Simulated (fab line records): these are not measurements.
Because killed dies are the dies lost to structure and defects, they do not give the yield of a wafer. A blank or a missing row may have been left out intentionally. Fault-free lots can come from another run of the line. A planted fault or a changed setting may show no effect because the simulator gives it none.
Split-lot study ; flow n5 finfet ; 21 wafers read from 7 lots, route of 1938 steps

## THE SPLIT ITSELF
At N5_HKMG_FIN_COAT_06 (resist thk 90 nm), the setting spin rpm was moved away from the recipe's 1500 rpm on 9 of the 21 wafers read, by -3.7% to +11.3%. All remaining wafers had this setting at the recipe value.

## FROM THE SPLIT TO THE READING: what the file shows between them, 3 steps
- N5_HKMG_FIN_PEB_10: peb time 60 s (also split here: peb time s)
- N5_HKMG_FIN_DEVELOP_11: develop time 30 s
- N5_HKMG_FIN_CD_MEAS_12: target cd 92.8 nm

## THE READING
CAR-ArF_of_HKMG_FIN_COAT_06.thk nm (the simulator's own value, which no gauge read), in nm, at N5_HKMG_FIN_DESCUM_17 (chemistry O2, time 7.9 s). No usual value for it is given in the file. The 12 wafers here that ran the recipe average 83.5 nm, standard deviation 0.37 nm.

wafer;tool, chamber at the split;spin rpm as run, rpm;against the recipe;CAR-ArF_of_HKMG_FIN_COAT_06.thk nm, nm;against lot-mates on the recipe
L079.1;litho track-02, 0;1500;recipe;83;-
L079.6;litho track-02, 0;1500;recipe;83;-
L079.2;litho track-02, 0;1500;recipe;83.2;-
L081.3;litho track-01, 0;1444;-3.7%;85.6;+1.4
L081.6;litho track-01, 0;1444;-3.7%;85.6;+1.4
L081.5;litho track-01, 0;1500;recipe;84.2;-
L082.1;litho track-01, 0;1648;+9.9%;79.8;-4.0
L082.2;litho track-01, 0;1648;+9.9%;80;-3.8
L082.3;litho track-01, 0;1500;recipe;83.8;-
L086.3;litho track-01, 0;1500;recipe;83.6;-
L086.5;litho track-01, 0;1500;recipe;83.8;-
L086.6;litho track-01, 0;1500;recipe;83.4;-
L088.1;litho track-01, 0;1644;+9.6%;79.4;-4.0
L088.2;litho track-01, 0;1644;+9.6%;79.6;-3.8
L088.4;litho track-01, 0;1500;recipe;83.4;-
L093.3;litho track-01, 0;1500;recipe;83.8;-
L093.4;litho track-01, 0;1500;recipe;84;-
L093.5;litho track-01, 0;1577;+5.1%;81.8;-2.1
L095.1;litho track-01, 0;1500;recipe;83.4;-
L095.2;litho track-01, 0;1669;+11.3%;79;-4.4
L095.4;litho track-01, 0;1669;+11.3%;78.8;-4.6

FIT RESULTS
A straight line over all 21 wafers: CAR-ArF_of_HKMG_FIN_COAT_06.thk nm changes by -0.415 nm for each +1% of spin rpm; r = -0.99; the points scatter about the line by 0.36 nm.
The same after taking each lot's own level away (the mean of its wafers on the recipe; 21 wafers): -0.398 nm for each +1%; r = -1.00; scatter 0.11 nm.
The reading moves by 4.5 nm for the largest change in spin rpm, on that fit.
Across the lots, their own levels run from 83.07 to 84.20 nm, a range of 3.1 times the standard deviation given above.
The two slopes are in agreement: the lot-to-lot level therefore moves the slope only a little.
Check: -4.52 nm against its lot-mates is what the line predicts for one of the wafers moved furthest among these (+11.3%) when that wafer is left out of the fit. It came out at -4.4 nm against them.

## THESE WAFERS: OTHER SPLITS
Note: prior to the reading, these wafers also went through further splits. Each is held against what the fit with the lots' levels taken away leaves over:
other split on the same wafers;wafers away from the commonest value;r with CAR-ArF_of_HKMG_FIN_COAT_06.thk nm (lot level and that fit taken away)
N5_SDB_EXPOSE_08 dose mj;7;-0.12
N5_HKMG_FIN_PEB_10 peb time s;9;-0.06

## THE WHOLE CHAIN: every reading that the file lists as answering this split, in the file's order
step;what it does;reading;change (the file's fit);r (the file's)
N5_HKMG_FIN_COAT_06;resist thk 90 nm;CAR-ArF_of_HKMG_FIN_COAT_06.thk nm (the simulator's own value, which no gauge read);-0.405 nm for each +1% of the setting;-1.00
N5_HKMG_FIN_DESCUM_17;chemistry O2, time 7.9 s;CAR-ArF_of_HKMG_FIN_COAT_06.thk nm (the simulator's own value, which no gauge read);-0.4 nm for each +1% of the setting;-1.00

## FILE'S OWN FIT
CAR-ArF_of_HKMG_FIN_COAT_06.thk nm changes by -0.4 nm for each +1% of spin rpm, r = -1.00.
